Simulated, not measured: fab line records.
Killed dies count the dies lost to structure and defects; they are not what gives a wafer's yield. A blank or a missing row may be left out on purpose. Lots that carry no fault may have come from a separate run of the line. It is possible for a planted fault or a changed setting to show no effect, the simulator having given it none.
fab line records    flow n5_finfet    part 1 of 2: steps 1 to 26 of 31
record lots=5  wafers=15  last_day=16
route steps=1938 shown FIN_SAQP@146 FIN_CUT@154
lots that met no fault: from a run of the same line without faults
start_h: the number of hours between the record's first day and the start of the first shown wafer of the lot    wait_h: how many hours have passed since the lot's step before this one    " identical to the entry in the row above    L1.1+2: a single row standing in for several wafers    - no value, or no start was given    * or withheld: withheld    < > ~ a bound
route shown NAME@n: NAME is a module with steps in the file, n the number in the route of the first one    usual: mean/standard deviation taken from wafers without a fault    same: alike in all rows    chamber/n: place in a boat    sites: per-site readings    _std_site: standard deviation of those values    _edge_site: inner sites' mean taken away from outer sites' mean    radius_mm: how far each site lies from the wafer's centre    mask NAME#n: copy n    behind: the last tool/chamber to shape the wafer    hold: why the lot went on hold/how many hours it stayed there/how the hold came to an end    device: the n, p or np transistor that did not switch    end of line: tests run on the same wafers once the route is complete    step lacking rows: just its recipe    killed: count of dies lost to structure and defects at first sort (not the wafer's yield)    map: a wafer's dies, marking killed ones x, the rest . and places with no die _
set.NAME: the setting the step ran with; set.NAME@STEP: the setting that earlier step ran with    model.NAME: the simulator's own value behind a step, which no gauge read
lots at some steps of the route; a table a step, a row a wafer
services: a tool's chamber out of use, with start hour (start_h, from the record's first day; less than 0 if before it), hours out, and reason
## steps
# step N5_FIN_SAQP_ETCH_64
# recipe chemistry=CF4  target=SiO2  target_depth_a=15  ion_energy_ev=350  pressure_mtorr=10  icp_w=800  bias_w=400  cf4_flow_sccm=80
# usual drypump_motor_current_A=5.7/0.5  oes_product_au=1.012/0.019  throttle_valve_pct=21.66/0.29
lot.wafer  tool       chamber  start_h  wait_h  drypump_motor_current_A  oes_product_au  rf_hours_counter_h  throttle_valve_pct
L074.1     rie_si-02  3        27.34    0.0     5.4                      1.030           98                  21.60
L074.3     "          1        "        "       5.8                      1.033           150                 22.04
L074.6     "          2        "        "       5.9                      1.008           -                   21.59
L075.2     rie_si-04  2        33.35    0.0     5.6                      1.012           3                   21.43
L075.4     "          3        "        "       6.5                      1.003           8                   21.45
L075.5     "          1        "        "       5.7                      0.993           -                   22.15
L089.2     rie_si-02  2        116.30   0.0     5.9                      1.000           86                  21.61
L089.4     "          0        "        "       6.5                      1.016           134                 21.52
L089.6     "          1        "        "       5.8                      1.032           -                   22.03
L091.2     rie_si-02  3        128.98   0.0     5.4                      1.039           100                 21.60
L091.4     "          2        "        "       5.9                      1.001           86                  21.59
L091.6     "          0        "        "       6.5                      0.996           -                   21.54
L095.1     rie_si-04  2        153.04   0.0     5.6                      1.007           5                   21.42
L095.4     "          3        "        "       6.4                      0.999           11                  21.45
L095.6     "          2        "        "       5.6                      1.017           -                   21.44
# step N5_FIN_SAQP_FIN_ETCH_36
# recipe chemistry=HBr/Cl2/O2  target_depth_a=1200  mask_material=SiNx  time_s=50.4  bias_w=102  pressure_mtorr=10  icp_w=800  HBr_flow_sccm=150  Cl2_flow_sccm=80  O2_flow_sccm=12
# usual drypump_motor_current_A=5.7/0.5  oes_product_au=1.012/0.018  throttle_valve_pct=35.9/0.42
lot.wafer  tool       chamber  start_h  wait_h  drypump_motor_current_A  oes_product_au  rf_hours_counter_h  throttle_valve_pct
L074.1     rie_si-02  3        27.36    0.0     5.4                      1.040           98                  35.8
L074.3     "          1        "        "       5.8                      1.020           150                 36.4
L074.6     "          2        "        "       5.9                      1.010           -                   35.7
L075.2     rie_si-04  2        33.37    0.0     5.6                      1.014           3                   35.7
L075.4     "          3        "        "       6.5                      0.993           8                   35.4
L075.5     "          1        "        "       5.7                      0.998           -                   36.6
L089.2     rie_si-02  2        116.32   0.0     5.9                      1.028           86                  35.7
L089.4     "          0        "        "       6.5                      1.006           134                 35.8
L089.6     "          1        "        "       5.8                      1.018           -                   36.4
L091.2     rie_si-02  0        129.00   0.0     6.5                      1.015           134                 35.8
L091.4     "          2        "        "       5.9                      1.022           86                  35.7
L091.6     "          0        "        "       6.5                      1.002           -                   35.9
L095.1     rie_si-04  2        153.06   0.0     5.7                      1.010           5                   35.7
L095.4     "          3        "        "       6.5                      1.001           11                  35.4
L095.6     "          2        "        "       5.7                      1.013           -                   35.7
# step N5_FIN_SAQP_CD_MEAS_37
# recipe target_cd_nm=8  polarity=line
# usual cd_nm=8.14/0.26
lot.wafer  tool       chamber  start_h  wait_h  cd_nm
L074.1     cd_sem-02  -        27.48    0.1     7.85
L074.3     "          -        "        "       8.07
L074.6     "          -        "        "       7.66
L075.2     cd_sem-01  -        33.49    0.1     8.06
L075.4     "          -        "        "       8.48
L075.5     "          -        "        "       7.76
L089.2     cd_sem-01  -        116.44   0.1     8.16
L089.4     "          -        "        "       7.88
L089.6     "          -        "        "       7.73
L091.2     cd_sem-02  -        129.12   0.1     7.88
L091.4     "          -        "        "       8.28
L091.6     "          -        "        "       7.86
L095.1     cd_sem-01  -        153.18   0.1     8.80
L095.4     "          -        "        "       8.15
L095.6     "          -        "        "       8.69
# step N5_FIN_SAQP_PRECLEAN_38
# recipe chemistry=O3/DIW  time_s=45  temp_c=22  o3_ppm=10
lot.wafer   tool          chamber  start_h  wait_h
L074.1+3+6  wet_bench-04  5,6,3    27.52    0.0
L075.2+4+5  wet_bench-03  0,3,5    33.53    0.0
L089.2+4+6  wet_bench-06  5,2,3    116.48   0.0
L091.2+4+6  wet_bench-06  5,0,7    129.16   0.0
L095.1+4+6  wet_bench-06  4,7,5    153.22   0.0
# step N5_FIN_SAQP_PRECLEAN_45
# recipe chemistry=dHF  time_s=10  dilution=500:1  temp_c=25
lot.wafer   tool          chamber  start_h  wait_h
L074.1+3+6  wet_bench-04  5,6,3    27.54    0.0
L075.2+4+5  wet_bench-03  0,3,5    33.54    0.0
L089.2+4+6  wet_bench-06  5,2,3    116.50   0.0
L091.2+4+6  wet_bench-06  5,0,7    129.17   0.0
L095.1+4+6  wet_bench-06  4,7,5    153.24   0.0
# step N5_FIN_SAQP_SRD_39
# recipe dry=ipa_marangoni  time_s=30  temp_c=23  rinse_liquid=diw
lot.wafer   tool          chamber  start_h  wait_h
L074.1+3+6  wet_bench-04  5,6,3    27.54    0.0
L075.2+4+5  wet_bench-03  0,3,5    33.55    0.0
L089.2+4+6  wet_bench-06  5,2,3    116.50   0.0
L091.2+4+6  wet_bench-06  5,0,7    129.18   0.0
L095.1+4+6  wet_bench-06  4,7,5    153.24   0.0
# step N5_FIN_SAQP_OCD_MEAS_76
# usual trench_depth_nm=121.6/2
lot.wafer  tool    chamber  start_h  wait_h  trench_depth_nm
L074.1     ocd-02  -        27.59    0.0     125.6
L074.3     "       -        "        "       125.6
L074.6     "       -        "        "       120.7
L075.2     ocd-02  -        33.59    0.0     122.6
L075.4     "       -        "        "       122.7
L075.5     "       -        "        "       119.2
L089.2     ocd-02  -        116.54   0.0     121.7
L089.4     "       -        "        "       122.4
L089.6     "       -        "        "       125.2
L091.2     ocd-02  -        129.22   0.0     122.5
L091.4     "       -        "        "       120.5
L091.6     "       -        "        "       121.4
L095.1     ocd-02  -        153.28   0.0     123.7
L095.4     "       -        "        "       121.9
L095.6     "       -        "        "       123.7
# step N5_FIN_SAQP_INSPECT_40
# recipe inspect_instrument=brightfield  mode=aei
# usual raw_defect_count=220/56
lot.wafer  tool               chamber  start_h  wait_h  raw_defect_count
L074.1     defect_inspect-01  -        27.62    0.0     118
L074.3     "                  -        "        "       215
L074.6     "                  -        "        "       163
L075.2     defect_inspect-02  -        33.62    0.0     208
L075.4     "                  -        "        "       186
L075.5     "                  -        "        "       166
L089.2     defect_inspect-02  -        116.57   0.0     193
L089.4     "                  -        "        "       173
L089.6     "                  -        "        "       258
L091.2     defect_inspect-02  -        129.25   0.0     267
L091.4     "                  -        "        "       305
L091.6     "                  -        "        "       345
L095.1     defect_inspect-01  -        153.31   0.0     190
L095.4     "                  -        "        "       261
L095.6     "                  -        "        "       194
# step N5_FIN_CUT_COAT_18
# recipe resist=SOC  temp_c=250  time_s=60  spin_rpm=1500  resist_thk_nm=230
lot.wafer   tool            chamber  start_h  wait_h
L074.1+3+6  litho_track-01  0        27.65    0.0
L075.2+4+5  litho_track-05  0        33.65    0.0
L089.2+4+6  litho_track-05  0        116.60   0.0
L091.2+4+6  litho_track-01  0        129.28   0.0
L095.1+4+6  litho_track-01  0        153.35   0.0
# step N5_FIN_CUT_COAT_19
# recipe resist=SiARC  temp_c=220  time_s=60  spin_rpm=1500  resist_thk_nm=20
lot.wafer   tool            chamber  start_h  wait_h
L074.1+3+6  litho_track-01  0        -        -
L075.2+4+5  litho_track-05  0        -        -
L089.2+4+6  litho_track-05  0        -        -
L091.2+4+6  litho_track-01  0        -        -
L095.1+4+6  litho_track-01  0        -        -
# step N5_FIN_CUT_COAT_29
# recipe resist=underlayer  temp_c=205  time_s=60  spin_rpm=1500  resist_thk_nm=10
lot.wafer   tool            chamber  start_h  wait_h
L074.1+3+6  litho_track-01  0        -        -
L075.2+4+5  litho_track-05  0        -        -
L089.2+4+6  litho_track-05  0        -        -
L091.2+4+6  litho_track-01  0        -        -
L095.1+4+6  litho_track-01  0        -        -
# step N5_FIN_CUT_COAT_02
# recipe resist=CAR-EUV  spin_rpm=1500  resist_thk_nm=30
lot.wafer   tool            chamber  start_h  wait_h
L074.1+3+6  litho_track-01  0        -        -
L075.2+4+5  litho_track-05  0        -        -
L089.2+4+6  litho_track-05  0        -        -
L091.2+4+6  litho_track-01  0        -        -
L095.1+4+6  litho_track-01  0        -        -
# step N5_FIN_CUT_EBR_04
# recipe solvent=PGMEA  ebr_width_mm=1.5
# same ebr_width_mm=1.5
lot.wafer   tool            chamber  start_h  wait_h
L074.1+3+6  litho_track-01  0        -        -
L075.2+4+5  litho_track-05  0        -        -
L089.2+4+6  litho_track-05  0        -        -
L091.2+4+6  litho_track-01  0        -        -
L095.1+4+6  litho_track-01  0        -        -
# step N5_FIN_CUT_SOFTBAKE_03
# recipe temp_c=110  time_s=60  resist=CAR-EUV
lot.wafer   tool            chamber  start_h  wait_h
L074.1+3+6  litho_track-01  0        -        -
L075.2+4+5  litho_track-05  0        -        -
L089.2+4+6  litho_track-05  0        -        -
L091.2+4+6  litho_track-01  0        -        -
L095.1+4+6  litho_track-01  0        -        -
# step N5_FIN_CUT_EXPOSE_05
# recipe mask_id=FIN_CUT  na=0.33  source_shape=annular  sigma_inner=0.35  sigma_outer=0.8  polarization=unpolarized  dose_mj=45.75
# same na=0.33
lot.wafer   tool            chamber  start_h  wait_h  mask
L074.1+3+6  euv_scanner-02  0        27.78    -       FIN_CUT#0
L075.2+4+5  euv_scanner-01  0        33.92    -       FIN_CUT#0
L089.2+4+6  euv_scanner-01  0        116.75   -       FIN_CUT#0
L091.2+4+6  euv_scanner-01  0        129.55   -       FIN_CUT#0
L095.1+4+6  euv_scanner-01  0        153.61   -       FIN_CUT#0
# step N5_FIN_CUT_PEB_06
# recipe peb_temp_c=100  peb_time_s=60  resist=CAR-EUV
# same peb_time_s=60
lot.wafer   tool            chamber  start_h  wait_h
L074.1+3+6  litho_track-04  0        27.85    0.1
L075.2+4+5  litho_track-01  0        33.98    0.1
L089.2+4+6  litho_track-04  0        116.81   0.1
L091.2+4+6  litho_track-01  0        129.61   0.1
L095.1+4+6  litho_track-05  0        153.68   0.1
# step N5_FIN_CUT_DEVELOP_07
# recipe develop_time_s=30  developer=TMAH  resist=CAR-EUV  rinse_liquid=surfactant_rinse  dry=air_spin  dev_temp_c=23
lot.wafer   tool            chamber  start_h  wait_h
L074.1+3+6  litho_track-04  0        -        -
L075.2+4+5  litho_track-01  0        -        -
L089.2+4+6  litho_track-04  0        -        -
L091.2+4+6  litho_track-01  0        -        -
L095.1+4+6  litho_track-05  0        -        -
# step N5_FIN_CUT_CD_MEAS_08
# recipe target_cd_nm=29.1  landing_energy_ev=500  detector=se_inlens  polarity=opening
# usual cd_nm=29.22/0.24
lot.wafer  tool       chamber  start_h  wait_h  cd_nm
L074.1     cd_sem-01  0        27.92    -       29.16
L074.3     "          0        "        "       29.60
L074.6     "          0        "        "       28.90
L075.2     cd_sem-03  0        34.05    -       29.60
L075.4     "          0        "        "       29.61
L075.5     "          0        "        "       29.53
L089.2     cd_sem-02  0        116.87   -       29.16
L089.4     "          0        "        "       29.13
L089.6     "          0        "        "       29.18
L091.2     cd_sem-01  0        129.68   -       28.85
L091.4     "          0        "        "       29.45
L091.6     "          0        "        "       29.53
L095.1     cd_sem-02  0        153.74   -       28.87
L095.4     "          0        "        "       29.29
L095.6     "          0        "        "       29.56
# step N5_FIN_CUT_OVL_MEAS_09
# recipe points_per_wafer=522
# usual FIN_CUT_OVL=-0.1/0.69
lot.wafer  tool        chamber  start_h  wait_h  FIN_CUT_OVL[nm]
L074.1     overlay-01  0        27.95    0.0     0.1
L074.3     "           0        "        "       -0.2
L074.6     "           0        "        "       0.5
L075.2     overlay-02  0        34.08    0.0     1.1
L075.4     "           0        "        "       -1.2
L075.5     "           0        "        "       -0.9
L089.2     overlay-02  0        116.91   0.0     -0.3
L089.4     "           0        "        "       -1.3
L089.6     "           0        "        "       -0.2
L091.2     overlay-02  0        129.72   0.0     0.3
L091.4     "           0        "        "       1.0
L091.6     "           0        "        "       0.3
L095.1     overlay-02  0        153.77   0.0     -0.3
L095.4     "           0        "        "       -0.5
L095.6     "           0        "        "       -0.5
# step N5_FIN_CUT_INSPECT_10
# recipe mode=adi  inspect_instrument=brightfield
# usual raw_defect_count=39/11
lot.wafer  tool               chamber  start_h  wait_h  raw_defect_count
L074.1     defect_inspect-01  -        28.01    0.1     25
L074.3     "                  -        "        "       35
L074.6     "                  -        "        "       25
L075.2     defect_inspect-01  -        34.14    0.0     40
L075.4     "                  -        "        "       25
L075.5     "                  -        "        "       32
L089.2     defect_inspect-02  -        116.96   0.0     41
L089.4     "                  -        "        "       25
L089.6     "                  -        "        "       46
L091.2     defect_inspect-01  -        129.77   0.0     50
L091.4     "                  -        "        "       42
L091.6     "                  -        "        "       45
L095.1     defect_inspect-01  -        153.83   0.1     28
L095.4     "                  -        "        "       45
L095.6     "                  -        "        "       33
# step N5_FIN_CUT_DESCUM_13
# recipe chemistry=O2  time_s=7  source_power_w=50  bias_power_w=20  pressure_mtorr=20  rf_frequency_hz=2.712e+07  temp_c=40  resist=CAR-EUV  o2_flow_sccm=225
# usual drypump_motor_current_A=5.7/0.38  oes_product_au=0.82/0.085  rf_vpp_V=243.5/1.5  showerhead_plenum_p_Torr=2.13/0.09  throttle_valve_pct=20.40/0.27
lot.wafer  tool         chamber  start_h  wait_h  drypump_motor_current_A  oes_product_au  rf_hours_counter_h  rf_vpp_V  showerhead_plenum_p_Torr  throttle_valve_pct
L074.1     rie_diel-02  2        28.04    0.0     6.5                      0.86            31                  244.0     2.05                      20.79
L074.3     "            1        "        "       5.6                      1.04            0                   245.5     2.26                      20.24
L074.6     "            1        "        "       5.6                      1.03            -                   243.8     2.26                      20.22
L075.2     rie_diel-02  2        34.17    0.0     6.5                      0.87            33                  242.6     2.05                      20.81
L075.4     "            0        "        "       5.1                      0.79            116                 245.6     2.22                      20.76
L075.5     "            1        "        "       5.6                      1.01            -                   245.7     2.26                      20.24
L089.2     rie_diel-04  1        117.20   0.2     5.5                      0.72            190                 243.0     2.06                      20.30
L089.4     "            1        "        "       5.5                      0.72            -                   244.0     2.06                      20.32
L089.6     "            2        "        "       5.4                      0.85            -                   242.3     2.03                      20.45
L091.2     rie_diel-02  2        129.94   0.2     6.5                      0.82            64                  243.4     2.04                      20.86
L091.4     "            1        "        "       5.6                      0.92            29                  245.6     2.25                      20.28
L091.6     "            0        "        "       5.1                      0.77            -                   244.4     2.21                      20.80
L095.1     rie_diel-06  1        153.87   0.0     6.2                      0.86            43                  242.0     2.04                      20.05
L095.4     "            2        "        "       6.0                      0.83            72                  243.6     2.23                      20.37
L095.6     "            2        "        "       6.0                      0.84            -                   244.3     2.23                      20.37
# step N5_FIN_CUT_ETCH_30
# recipe chemistry=N2/H2  target=underlayer  target_depth_a=130  mask_material=CAR-EUV  time_s=10.4  ion_energy_ev=200  pressure_mtorr=30  source_w=840  bias_w=150  n2_flow_sccm=200  h2_flow_sccm=200  ends=cleared
# usual drypump_motor_current_A=5.7/0.38  etch_rf_on_time_s=10.40/0.26  oes_product_au=0.71/0.075  rf_vpp_V=524.7/2.9  showerhead_plenum_p_Torr=2.57/0.1  throttle_valve_pct=17.74/0.26
lot.wafer  tool         chamber  start_h  wait_h  drypump_motor_current_A  etch_rf_on_time_s  oes_product_au  rf_hours_counter_h  rf_vpp_V  showerhead_plenum_p_Torr  throttle_valve_pct
L074.1     rie_diel-02  2        28.08    0.0     6.6                      10.52              0.73            31                  522.4     2.49                      18.11
L074.3     "            1        "        "       5.6                      10.45              0.87            0                   526.8     2.73                      17.63
L074.6     "            1        "        "       5.7                      10.46              0.87            -                   528.1     2.73                      17.65
L075.2     rie_diel-02  2        34.21    0.0     6.6                      10.53              0.74            33                  522.2     2.49                      18.11
L075.4     "            0        "        "       5.1                      10.18              0.67            116                 527.8     2.67                      17.98
L075.5     "            1        "        "       5.6                      10.51              0.86            -                   528.6     2.73                      17.66
L089.2     rie_diel-04  1        117.23   0.0     5.5                      10.58              0.61            190                 523.9     2.51                      17.76
L089.4     "            1        "        "       5.5                      10.74              0.61            -                   523.1     2.51                      17.77
L089.6     "            2        "        "       5.3                      10.07              0.73            -                   520.2     2.46                      17.91
L091.2     rie_diel-02  2        129.98   0.0     6.5                      10.65              0.69            64                  522.6     2.47                      18.17
L091.4     "            1        "        "       5.6                      10.54              0.78            29                  527.6     2.72                      17.70
L091.6     "            0        "        "       5.1                      10.08              0.66            -                   527.3     2.66                      18.02
L095.1     rie_diel-06  1        153.90   0.0     6.2                      10.31              0.75            43                  520.6     2.50                      17.56
L095.4     "            2        "        "       6.0                      10.52              0.71            72                  527.7     2.67                      17.49
L095.6     "            2        "        "       6.0                      10.46              0.72            -                   526.7     2.67                      17.49
# step N5_FIN_CUT_ETCH_20
# recipe chemistry=CF4  target=SiARC  target_depth_a=260  mask_material=CAR-EUV  time_s=43.3  ion_energy_ev=80  pressure_mtorr=40  source_w=545  bias_w=36  Ar_flow_sccm=100  cf4_flow_sccm=100  ends=cleared
# usual drypump_motor_current_A=5.7/0.38  etch_rf_on_time_s=43.4/1.1  mfc_ar_sccm=99.98/0.28  oes_product_au=0.70/0.076  rf_vpp_V=184.4/1.2  showerhead_plenum_p_Torr=2.17/0.086  throttle_valve_pct=15.52/0.24
lot.wafer  tool         chamber  start_h  wait_h  drypump_motor_current_A  etch_rf_on_time_s  mfc_ar_sccm  oes_product_au  rf_hours_counter_h  rf_vpp_V  showerhead_plenum_p_Torr  throttle_valve_pct
L074.1     rie_diel-02  2        28.10    0.0     6.5                      43.3               99.78        0.73            31                  183.3     2.08                      15.75
L074.3     "            1        "        "       5.7                      42.9               99.95        0.88            0                   183.5     2.28                      15.19
L074.6     "            1        "        "       5.6                      43.0               100.09       0.89            -                   184.9     2.28                      15.16
L075.2     rie_diel-02  2        34.22    0.0     6.5                      43.9               99.88        0.73            33                  183.6     2.08                      15.75
L075.4     "            0        "        "       5.1                      42.0               99.85        0.68            116                 185.5     2.25                      15.79
L075.5     "            1        "        "       5.6                      43.2               100.42       0.85            -                   186.9     2.28                      15.16
L089.2     rie_diel-04  1        117.25   0.0     5.6                      44.7               100.63       0.61            190                 183.4     2.14                      15.71
L089.4     "            1        "        "       5.6                      44.2               100.34       0.60            -                   184.9     2.14                      15.71
L089.6     "            2        "        "       5.3                      41.9               100.16       0.73            -                   184.2     2.08                      15.62
L091.2     rie_diel-02  2        130.00   0.0     6.5                      43.8               99.72        0.70            64                  184.0     2.07                      15.81
L091.4     "            1        "        "       5.6                      43.4               99.63        0.78            29                  184.6     2.27                      15.22
L091.6     "            0        "        "       5.1                      42.0               99.70        0.66            -                   184.0     2.25                      15.85
L095.1     rie_diel-06  1        153.92   0.0     6.2                      43.2               100.02       0.75            43                  182.4     2.09                      15.25
L095.4     "            2        "        "       6.0                      44.3               99.98        0.71            72                  185.8     2.25                      15.36
L095.6     "            2        "        "       6.0                      44.6               100.14       0.71            -                   184.9     2.25                      15.35
# step N5_FIN_CUT_ETCH_21
# recipe chemistry=N2/H2  target=SOC  target_depth_a=2190  overetch_a=438  mask_material=SiARC  temp_c=40  ion_energy_ev=100  bias_w=61  time_s=523.5  pressure_mtorr=30  source_w=850  n2_flow_sccm=200  h2_flow_sccm=200
# usual drypump_motor_current_A=5.7/0.38  oes_product_au=0.76/0.076  rf_vpp_V=241.0/1.5  showerhead_plenum_p_Torr=2.57/0.1  throttle_valve_pct=17.69/0.26
lot.wafer  tool         chamber  start_h  wait_h  drypump_motor_current_A  oes_product_au  rf_hours_counter_h  rf_vpp_V  showerhead_plenum_p_Torr  throttle_valve_pct
L074.1     rie_diel-02  2        28.13    0.0     6.5                      0.81            31                  241.6     2.49                      18.05
L074.3     "            1        "        "       5.6                      0.94            0                   243.6     2.73                      17.58
L074.6     "            1        "        "       5.6                      0.94            -                   241.2     2.73                      17.60
L075.2     rie_diel-02  2        34.26    0.0     6.5                      0.80            33                  240.7     2.49                      18.07
L075.4     "            0        "        "       5.1                      0.72            116                 242.4     2.67                      17.90
L075.5     "            1        "        "       5.6                      0.93            -                   242.5     2.73                      17.61
L089.2     rie_diel-04  1        117.29   0.0     5.5                      0.66            190                 240.5     2.51                      17.72
L089.4     "            1        "        "       5.5                      0.66            -                   240.4     2.51                      17.73
L089.6     "            2        "        "       5.3                      0.77            -                   239.6     2.46                      17.87
L091.2     rie_diel-02  2        130.04   0.0     6.5                      0.76            64                  238.9     2.47                      18.12
L091.4     "            1        "        "       5.7                      0.84            29                  244.0     2.72                      17.65
L091.6     "            0        "        "       5.1                      0.70            -                   242.8     2.66                      17.98
L095.1     rie_diel-06  1        153.96   0.0     6.2                      0.80            43                  239.9     2.50                      17.52
L095.4     "            2        "        "       6.0                      0.77            72                  242.6     2.67                      17.43
L095.6     "            2        "        "       6.1                      0.77            -                   241.8     2.67                      17.44
# step N5_FIN_CUT_STRIP_23
# recipe chemistry=N2/H2  temp_c=40  n2_flow_sccm=200  h2_flow_sccm=200  rf_frequency_hz=6e+07
lot.wafer   tool         chamber  start_h  wait_h
L074.1+3+6  rie_diel-02  2,1,1    28.44    0.2
L075.2+4+5  rie_diel-02  2,0,1    34.57    0.2
L089.2+4+6  rie_diel-04  1,1,2    117.60   0.2
L091.2+4+6  rie_diel-02  2,1,0    130.34   0.2
L095.1+4+6  rie_diel-06  1,2,2    154.26   0.2
# step N5_FIN_CUT_STRIP_31
# recipe chemistry=N2/H2  temp_c=40  n2_flow_sccm=200  h2_flow_sccm=200  rf_frequency_hz=6e+07
lot.wafer   tool         chamber  start_h  wait_h
L074.1+3+6  rie_diel-02  2,1,1    28.45    0.0
L075.2+4+5  rie_diel-02  2,0,1    34.58    0.0
L089.2+4+6  rie_diel-04  1,1,2    117.61   0.0
L091.2+4+6  rie_diel-02  2,1,0    130.35   0.0
L095.1+4+6  rie_diel-06  1,2,2    154.27   0.0
